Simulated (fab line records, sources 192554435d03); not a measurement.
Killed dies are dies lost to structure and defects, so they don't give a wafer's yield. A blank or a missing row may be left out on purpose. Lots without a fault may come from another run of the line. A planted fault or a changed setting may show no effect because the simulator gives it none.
fab line records | flow n5_finfet
record lots=7 wafers=19 last_day=19
route steps=1938 shown BEOL_M11@1545
lots that met no fault: from a run of the same line without faults
start_h: hours from the record's first day to the start of the lot's first wafer shown | wait_h: hours since the lot's step before | " the same as in the row above | L1.1+2: a row that stands for several wafers | - no value, or no start given | * or withheld: withheld | < > ~ a bound
route shown NAME@n: a module of which the file shows steps, and the number in the route of the first | usual: mean/standard deviation of fault-free wafers | same: alike in all rows | chamber/n: place in a boat | sites: the reading at each site | _std_site: their standard deviation | _edge_site: outer sites' mean less inner sites' | radius_mm: how far each site lies from the wafer's centre | mask NAME#n: copy n | behind: the tool/chamber that last shaped the wafer | hold: why the lot was held/for how many hours/how that ended | device: the transistor (n, p or np) that didn't switch | end of line: the same wafers' tests at the end of the route | a step without rows: its recipe alone | killed: dies lost to structure and defects at the first sort, not the wafer's yield | map: a wafer's dies, x killed, . not, _ none there
set.NAME: the setting as run; set.NAME@STEP: as run at that earlier step | model.NAME: the simulator's own value behind a step, which no gauge read
lots at some steps of the route; a table a step, a row a wafer
services: from which hour (start_h, from the record's first day; less than 0 if before it) a tool's chamber was out of use, for how many hours, and why
## steps
# step N5_BEOL_M11_SOFTBAKE_06
# recipe temp_c=110 time_s=60 resist=CAR-ArF
# step N5_BEOL_M11_EXPOSE_08
# recipe mask_id=M11 na=1.35 source_shape=dipole sigma_inner=0.411 sigma_outer=0.611 polarization=te dose_mj=53.75
# step N5_BEOL_M11_PEB_09
# recipe peb_temp_c=withheld peb_time_s=60 resist=CAR-ArF
# step N5_BEOL_M11_DEVELOP_10
# recipe develop_time_s=30 developer=TMAH resist=CAR-ArF rinse_liquid=diw dry=air_spin dev_temp_c=23
# step N5_BEOL_M11_CD_MEAS_11
# recipe target_cd_nm=64.1 landing_energy_ev=500 detector=se_inlens polarity=opening
# usual cd_nm=64.0/0.57
# columns lot.wafer tool chamber start_h wait_h cd_nm
L995.1 cd_sem-03 0 271.71 - 64.5
L995.2 " 0 " " 64.8
L995.6 " 0 " " 63.4
L998.1 cd_sem-03 0 286.19 - 64.6
L998.2 " 0 " " 64.0
L998.4 " 0 " " 63.3
L106.1 cd_sem-03 0 366.72 - 64.6
L106.3 " 0 " " 64.1
L106.5 " 0 " " 64.6
L108.2 cd_sem-03 0 367.54 - 64.7
L108.6 " 0 " " 64.8
L107.1 cd_sem-02 0 367.61 - 63.1
L107.2 " 0 " " 63.5
L110.1 cd_sem-03 0 392.37 - 64.5
L110.5 " 0 " " 64.3
L110.6 " 0 " " 63.9
L111.2 cd_sem-02 0 393.46 - 64.1
L111.4 " 0 " " 64.6
L111.5 " 0 " " 63.2
# step N5_BEOL_M11_OVL_MEAS_12
# recipe points_per_wafer=44
# usual M11_OVL=-0.4/0.88
# columns lot.wafer tool chamber start_h wait_h M11_OVL[nm]
L995.1 overlay-02 0 271.74 0.0 -1.0
L995.2 " 0 " " 0.2
L995.6 " 0 " " -0.5
L998.1 overlay-01 0 286.22 0.0 -1.7
L998.2 " 0 " " -2.2
L998.4 " 0 " " -1.6
L106.1 overlay-01 0 366.75 0.0 -1.1
L106.3 " 0 " " -2.2
L106.5 " 0 " " -1.9
L108.2 overlay-01 0 367.56 0.0 -1.6
L108.6 " 0 " " -0.5
L107.1 overlay-02 0 367.64 0.0 -1.7
L107.2 " 0 " " -1.0
L110.1 overlay-02 0 392.40 0.0 -0.2
L110.5 " 0 " " -0.3
L110.6 " 0 " " -0.9
L111.2 overlay-02 0 393.49 0.0 -0.7
L111.4 " 0 " " 0.6
L111.5 " 0 " " 0.4
# step N5_BEOL_M11_INSPECT_13
# recipe mode=adi inspect_instrument=brightfield
# usual raw_defect_count=411/99
# columns lot.wafer tool chamber start_h wait_h raw_defect_count
L995.1 defect_inspect-02 - 271.77 0.0 510
L995.2 " - " " 563
L995.6 " - " " 496
L998.1 defect_inspect-02 - 286.24 0.0 389
L998.2 " - " " 481
L998.4 " - " " 446
L106.1 defect_inspect-02 - 366.77 0.0 311
L106.3 " - " " 466
L106.5 " - " " 365
L108.2 defect_inspect-01 - 367.59 0.0 304
L108.6 " - " " 283
L107.1 defect_inspect-02 - 367.66 0.0 516
L107.2 " - " " 542
L110.1 defect_inspect-02 - 392.42 0.0 320
L110.5 " - " " 388
L110.6 " - " " 500
L111.2 defect_inspect-02 - 393.51 0.0 640
L111.4 " - " " 395
L111.5 " - " " 551
# step N5_BEOL_M11_DESCUM_16
# recipe chemistry=O2 time_s=7.9 source_power_w=50 bias_power_w=20 pressure_mtorr=20 rf_frequency_hz=2.712e+07 temp_c=40 resist=CAR-ArF o2_flow_sccm=225
# usual drypump_motor_current_A=5.9/0.5 oes_product_au=0.80/0.09 rf_fwd_power_W=49.45/0.21 rf_vpp_V=243.1/1.3 showerhead_plenum_p_Torr=2.09/0.073 throttle_valve_pct=20.37/0.25
# same time_s=7.9
# columns lot.wafer tool chamber start_h wait_h drypump_motor_current_A oes_product_au rf_fwd_power_W rf_hours_counter_h rf_vpp_V showerhead_plenum_p_Torr throttle_valve_pct
L995.1 rie_diel-02 3 272.81 1.0 6.2 0.66 49.60 243 240.2 1.98 20.61
L995.2 " 0 " " 5.6 0.89 49.13 40 242.9 2.04 20.25
L995.6 " 2 " " 6.4 0.91 49.66 - 243.3 2.03 20.39
L998.1 rie_diel-03 0 286.27 0.0 4.9 0.76 49.59 172 243.2 2.09 20.20
L998.2 " 3 " " 6.6 0.85 49.48 56 245.0 2.12 20.21
L998.4 " 2 " " 5.8 0.72 49.46 177 243.3 2.09 20.29
L106.1 rie_diel-01 1 367.13 0.4 5.8 0.83 49.31 91 244.1 2.21 20.04
L106.3 " 0 " " 6.5 0.76 49.57 161 242.1 2.08 20.16
L106.5 " 3 " " 5.4 0.85 49.70 - 241.7 2.05 20.12
L108.2 rie_diel-03 3 367.62 0.0 6.6 0.82 49.40 79 244.2 2.11 20.24
L108.6 " 2 " " 5.8 0.69 49.71 - 242.6 2.08 20.35
L107.1 rie_diel-03 2 368.05 0.4 5.8 0.69 49.91 201 242.7 2.08 20.34
L107.2 " 1 " " 6.0 0.69 49.62 228 243.9 2.14 20.89
L110.1 rie_diel-02 3 392.60 0.2 6.2 0.90 49.93 21 244.2 2.23 20.22
L110.5 " 0 " " 5.5 0.85 49.29 - 240.7 2.02 20.29
L110.6 " 3 " " 6.2 0.90 49.50 - 245.5 2.23 20.22
L111.2 rie_diel-03 0 393.55 0.0 4.9 0.72 49.70 202 242.4 2.08 20.25
L111.4 " 1 " " 6.0 0.68 49.29 235 242.3 2.13 20.90
L111.5 " 3 " " 6.6 0.82 49.32 - 243.0 2.11 20.27
# step N5_BEOL_M11_ETCH_61
# recipe chemistry=CF4 target=SiARC target_depth_a=390 mask_material=CAR-ArF time_s=65 ion_energy_ev=80 pressure_mtorr=40 source_w=545 bias_w=36 Ar_flow_sccm=100 cf4_flow_sccm=100 ends=cleared
# usual drypump_motor_current_A=5.9/0.5 etch_rf_on_time_s=64.3/1.2 oes_product_au=0.69/0.078 rf_fwd_power_W=539.1/2.4 rf_vpp_V=184.0/1.3 showerhead_plenum_p_Torr=2.14/0.07 throttle_valve_pct=15.57/0.28
# columns lot.wafer tool chamber start_h wait_h drypump_motor_current_A etch_rf_on_time_s oes_product_au rf_fwd_power_W rf_hours_counter_h rf_vpp_V showerhead_plenum_p_Torr throttle_valve_pct
L995.1 rie_diel-02 3 272.85 0.0 6.2 65.3 0.57 537.0 243 182.8 2.04 15.83
L995.2 " 0 " " 5.6 62.7 0.75 536.1 40 185.5 2.08 15.38
L995.6 " 2 " " 6.4 64.0 0.77 541.0 - 183.6 2.10 15.61
L998.1 rie_diel-03 0 286.31 0.0 4.9 65.0 0.64 542.4 172 181.7 2.14 15.41
L998.2 " 3 " " 6.6 62.7 0.73 536.6 56 184.2 2.17 15.33
L998.4 " 2 " " 5.8 65.2 0.61 542.4 177 184.0 2.14 15.55
L106.1 rie_diel-01 1 367.16 0.0 5.8 62.4 0.72 542.1 91 184.5 2.25 15.16
L106.3 " 0 " " 6.4 65.4 0.65 541.4 161 184.0 2.14 15.51
L106.5 " 3 " " 5.4 64.9 0.72 536.7 - 182.5 2.10 15.28
L108.2 rie_diel-03 3 367.66 0.0 6.6 62.0 0.72 538.7 79 184.3 2.17 15.40
L108.6 " 2 " " 5.8 65.1 0.59 542.2 - 184.9 2.13 15.58
L107.1 rie_diel-03 2 368.09 0.0 5.8 65.1 0.59 541.5 201 181.9 2.13 15.62
L107.2 " 1 " " 6.0 65.3 0.59 538.8 228 184.7 2.20 16.17
L110.1 rie_diel-02 3 392.63 0.0 6.2 64.0 0.77 539.1 21 186.0 2.28 15.36
L110.5 " 0 " " 5.6 62.8 0.72 536.3 - 183.9 2.07 15.44
L110.6 " 3 " " 6.2 64.2 0.76 537.7 - 185.3 2.28 15.36
L111.2 rie_diel-03 0 393.58 0.0 4.9 65.1 0.63 540.1 202 183.6 2.13 15.46
L111.4 " 1 " " 6.1 66.1 0.58 539.2 235 185.5 2.20 16.17
L111.5 " 3 " " 6.6 62.2 0.71 538.1 - 182.1 2.16 15.42
# step N5_BEOL_M11_ETCH_62
# recipe chemistry=N2/H2 target=SOC target_depth_a=1100 overetch_a=220 mask_material=SiARC temp_c=40 time_s=165 ion_energy_ev=200 pressure_mtorr=30 source_w=840 bias_w=150 n2_flow_sccm=200 h2_flow_sccm=200
# usual drypump_motor_current_A=5.9/0.5 oes_product_au=0.68/0.073 rf_fwd_power_W=838.0/2.6 rf_vpp_V=523.7/2.5 showerhead_plenum_p_Torr=2.54/0.089 throttle_valve_pct=17.78/0.29
# same time_s=165
# columns lot.wafer tool chamber start_h wait_h drypump_motor_current_A oes_product_au rf_fwd_power_W rf_hours_counter_h rf_vpp_V showerhead_plenum_p_Torr throttle_valve_pct
L995.1 rie_diel-02 3 272.90 0.0 6.2 0.57 839.3 243 520.1 2.41 18.14
L995.2 " 0 " " 5.6 0.74 833.1 40 522.4 2.48 17.59
L995.6 " 2 " " 6.4 0.77 838.3 - 524.1 2.48 17.78
L998.1 rie_diel-03 0 286.36 0.0 4.9 0.64 840.7 173 523.4 2.53 17.62
L998.2 " 3 " " 6.6 0.72 834.4 56 524.6 2.58 17.54
L998.4 " 2 " " 5.8 0.61 841.1 177 522.6 2.54 17.77
L106.1 rie_diel-01 1 367.21 0.0 5.8 0.70 836.9 91 527.2 2.67 17.40
L106.3 " 0 " " 6.5 0.65 831.5 161 522.1 2.54 17.69
L106.5 " 3 " " 5.4 0.72 840.5 - 521.7 2.46 17.26
L108.2 rie_diel-03 3 367.71 0.0 6.7 0.68 842.9 79 525.9 2.57 17.57
L108.6 " 2 " " 5.8 0.59 838.6 - 522.0 2.53 17.81
L107.1 rie_diel-03 2 368.14 0.0 5.7 0.59 841.5 201 523.6 2.53 17.80
L107.2 " 1 " " 6.0 0.58 834.6 228 526.4 2.61 18.35
L110.1 rie_diel-02 3 392.68 0.0 6.2 0.76 839.9 21 527.2 2.72 17.70
L110.5 " 0 " " 5.6 0.70 835.3 - 521.3 2.46 17.66
L110.6 " 3 " " 6.2 0.75 840.4 - 527.1 2.72 17.71
L111.2 rie_diel-03 0 393.63 0.0 4.9 0.62 841.2 202 523.4 2.51 17.67
L111.4 " 1 " " 6.0 0.59 837.9 235 526.7 2.61 18.36
L111.5 " 3 " " 6.7 0.68 842.5 - 524.4 2.57 17.60
# step N5_BEOL_M11_STRIP_68
# recipe chemistry=N2/H2 temp_c=40 n2_flow_sccm=200 h2_flow_sccm=200 rf_frequency_hz=6e+07
# step N5_BEOL_M11_STRIP_67
# recipe chemistry=CF4 resist=SiARC power_w=300 bias_power_w=75 pressure_mtorr=50 cf4_flow_sccm=150 rf_frequency_hz=6e+07
# usual drypump_motor_current_A=5.9/0.5 oes_product_au=0.80/0.085 rf_vpp_V=271.1/1.5 showerhead_plenum_p_Torr=1.79/0.06 throttle_valve_pct=13.53/0.29
# columns lot.wafer tool chamber start_h wait_h drypump_motor_current_A oes_product_au rf_hours_counter_h rf_vpp_V showerhead_plenum_p_Torr throttle_valve_pct
L995.1 rie_diel-02 3 273.04 0.0 6.2 0.67 243 268.5 1.70 13.79
L995.2 " 0 " " 5.6 0.87 40 269.0 1.74 13.27
L995.6 " 2 " " 6.4 0.90 - 270.7 1.76 13.53
L998.1 rie_diel-03 0 286.51 0.0 4.9 0.76 173 272.0 1.79 13.41
L998.2 " 3 " " 6.6 0.84 56 271.9 1.81 13.26
L998.4 " 2 " " 5.7 0.71 177 272.2 1.79 13.53
L106.1 rie_diel-01 1 367.36 0.0 5.8 0.82 91 272.5 1.89 13.18
L106.3 " 0 " " 6.4 0.77 161 270.6 1.80 13.54
L106.5 " 3 " " 5.4 0.84 - 269.5 1.76 13.25
L108.2 rie_diel-03 3 367.85 0.0 6.6 0.80 79 272.0 1.81 13.32
L108.6 " 2 " " 5.7 0.70 - 270.4 1.78 13.58
L107.1 rie_diel-03 2 368.28 0.0 5.8 0.70 201 269.8 1.78 13.60
L107.2 " 1 " " 6.0 0.69 228 272.8 1.85 14.17
L110.1 rie_diel-02 3 392.83 0.0 6.2 0.90 21 273.0 1.90 13.25
L110.5 " 0 " " 5.6 0.83 - 269.3 1.73 13.37
L110.6 " 3 " " 6.2 0.89 - 273.2 1.90 13.27
L111.2 rie_diel-03 0 393.78 0.0 4.9 0.74 202 269.8 1.78 13.48
L111.4 " 1 " " 6.0 0.69 235 272.0 1.85 14.18
L111.5 " 3 " " 6.7 0.81 - 271.8 1.80 13.35
# step N5_BEOL_M11_HM_OPEN_17
# recipe chemistry=Cl2/BCl3 target_depth_a=200 overetch_a=60 target=TiN mask_material=SOC ion_energy_ev=150 pressure_mtorr=10 icp_w=1000 bias_w=126 Cl2_flow_sccm=53.25 bcl3_flow_sccm=21.75 Ar_flow_sccm=25
# usual drypump_motor_current_A=5.4/0.34 he_backside_leak_sccm=3.34/0.26 oes_product_au=0.67/0.084 rf_fwd_power_W=993/3.4 throttle_valve_pct=22.25/0.28
# columns lot.wafer tool chamber start_h wait_h drypump_motor_current_A he_backside_leak_sccm oes_product_au rf_fwd_power_W rf_hours_counter_h throttle_valve_pct model.SOC_of_BEOL_M11_COAT_59.thk_nm
L995.1 rie_metal-01 1 273.08 0.0 6.0 3.28 0.57 990 94 22.76 92.2
L995.2 " 0 " " 5.1 3.14 0.67 1002 41 22.22 92
L995.6 " 0 " " 5.1 3.10 0.67 997 - 22.21 92.2
L998.1 rie_metal-03 1 286.55 0.0 5.7 3.16 0.69 993 30 22.39 92.6
L998.2 " 0 " " 5.1 3.34 0.59 997 88 22.23 92.4
L998.4 " 0 " " 5.1 3.38 0.59 993 - 22.24 92.6
L106.1 rie_metal-03 0 367.40 0.0 5.1 3.49 0.58 992 95 22.27 92.6
L106.3 " 1 " " 5.7 3.33 0.67 992 - 22.42 92.2
L106.5 " 0 " " 5.1 3.54 0.56 993 - 22.26 90.4
L108.2 rie_metal-03 1 367.89 0.0 5.7 3.15 0.67 988 37 22.40 89.2
L108.6 " 1 " " 5.7 3.22 0.67 984 - 22.42 91.6
L107.1 rie_metal-03 1 368.33 0.0 5.7 3.28 0.68 991 37 22.41 92.2
L107.2 " 0 " " 5.1 3.30 0.58 987 95 22.22 90.2
L110.1 rie_metal-02 0 392.87 0.0 5.2 3.57 0.72 985 28 21.96 91.8
L110.5 " 0 " " 5.2 3.38 0.71 992 - 21.95 91.8
L110.6 " 1 " " 5.1 3.64 0.77 993 - 21.91 91.4
L111.2 rie_metal-02 1 393.82 0.0 5.2 3.59 0.76 993 12 21.93 92
L111.4 " 1 " " 5.2 3.55 0.76 991 - 21.93 92.2
L111.5 " 0 " " 5.2 3.34 0.70 989 - 21.96 92
# step N5_BEOL_M11_STRIP_19
# recipe chemistry=O2 power_w=400 temp_c=40 pressure_mtorr=30 rf_frequency_hz=6e+07 bias_power_w=0 overash_fraction=0.2 o2_flow_sccm=225
# usual drypump_motor_current_A=5.9/0.51 oes_product_au=0.79/0.08 rf_vpp_V=3.6/0.59 showerhead_plenum_p_Torr=2.09/0.067 throttle_valve_pct=16.59/0.26
# columns lot.wafer tool chamber start_h wait_h drypump_motor_current_A oes_product_au rf_hours_counter_h rf_vpp_V showerhead_plenum_p_Torr throttle_valve_pct
L995.1 rie_diel-02 2 273.36 0.2 6.4 0.91 25 4.1 2.04 16.59
L995.2 " 1 " " 5.2 0.70 239 4.0 1.98 17.04
L995.6 " 1 " " 5.2 0.69 - 3.8 1.98 17.04
L998.1 rie_diel-02 3 286.66 0.1 6.2 0.66 246 3.3 1.98 16.87
L998.2 " 1 " " 5.2 0.69 242 4.0 1.98 17.04
L998.4 " 0 " " 5.6 0.88 42 3.7 2.04 16.48
L106.1 rie_diel-03 3 367.53 0.1 6.7 0.82 79 2.8 2.12 16.45
L106.3 " 1 " " 6.0 0.69 227 3.4 2.14 17.15
L106.5 " 3 " " 6.6 0.81 - 3.6 2.12 16.44
L108.2 rie_diel-01 3 368.05 0.1 5.3 0.85 55 4.6 2.06 16.38
L108.6 " 1 " " 5.7 0.83 - 3.9 2.21 16.26
L107.1 rie_diel-01 2 368.58 0.2 5.7 0.79 91 4.4 2.11 16.58
L107.2 " 0 " " 6.4 0.77 162 3.0 2.08 16.47
L110.1 rie_diel-03 0 393.01 0.1 4.9 0.72 202 2.5 2.08 16.51
L110.5 " 2 " " 5.8 0.69 - 3.6 2.08 16.67
L110.6 " 1 " " 6.0 0.69 - 5.2 2.14 17.17
L111.2 rie_diel-01 1 393.93 0.1 5.7 0.81 98 3.9 2.21 16.29
L111.4 " 2 " " 5.7 0.79 98 4.0 2.11 16.59
L111.5 " 2 " " 5.7 0.79 - 3.6 2.11 16.58
## services
# columns tool chamber start_h hours kind
rie_metal-02 1 263.17 - clean
rie_diel-01 - 271.77 2.8 pm
rie_diel-02 0 275.91 6.9 repair
rie_diel-01 2 285.53 14.8 repair
rie_metal-01 0 295.29 6.3 repair
rie_diel-02 3 302.17 - clean
rie_diel-02 3 302.17 - consumable_replace:focus_ring
rie_diel-02 3 302.17 - consumable_replace:showerhead
rie_diel-02 3 302.17 17.7 scheduled_down
rie_diel-02 3 302.17 17.7 vent_cycle
rie_metal-02 - 308.24 2.8 pm
rie_metal-02 0 311.09 7.3 repair
rie_diel-02 1 320.25 - clean
rie_diel-02 1 320.25 - consumable_replace:esc
rie_diel-02 1 320.25 - consumable_replace:focus_ring
rie_diel-02 1 320.25 - consumable_replace:showerhead
rie_diel-02 1 320.25 34.3 scheduled_down
rie_diel-02 1 320.25 34.3 vent_cycle
rie_metal-01 - 326.54 1.4 pm
rie_metal-02 - 334.54 0.1 repair
rie_metal-01 - 340.17 2.8 pm
rie_metal-01 1 362.78 - clean
rie_metal-01 1 362.78 31.1 scheduled_down
rie_metal-01 1 362.78 31.1 vent_cycle
## key
first_sign none at tools or gauges
model_effect step=N5_BEOL_M11_HM_OPEN_17 value=SOC_of_BEOL_M11_COAT_59.thk_nm without=92.4 struck=89.93
met_at N5_BEOL_M11_HM_OPEN_17
struck_wafers L106.5,L107.2,L108.2
baseline_loss step=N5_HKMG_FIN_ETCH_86 wafers=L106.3
onset_between 286.55 367.40
fault kind=process_parameter_drift tool=rie_metal-03 chamber=- onset_h=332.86 steps=N5_BEOL_M11_HM_OPEN_17 channel=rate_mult offset=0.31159 shape=step end_h=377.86 scope=struck_wafers_only
# baseline_loss: these wafers lose ten dies or more at that step, a loss of the line's own and not of a fault; the sort's usual values leave them out
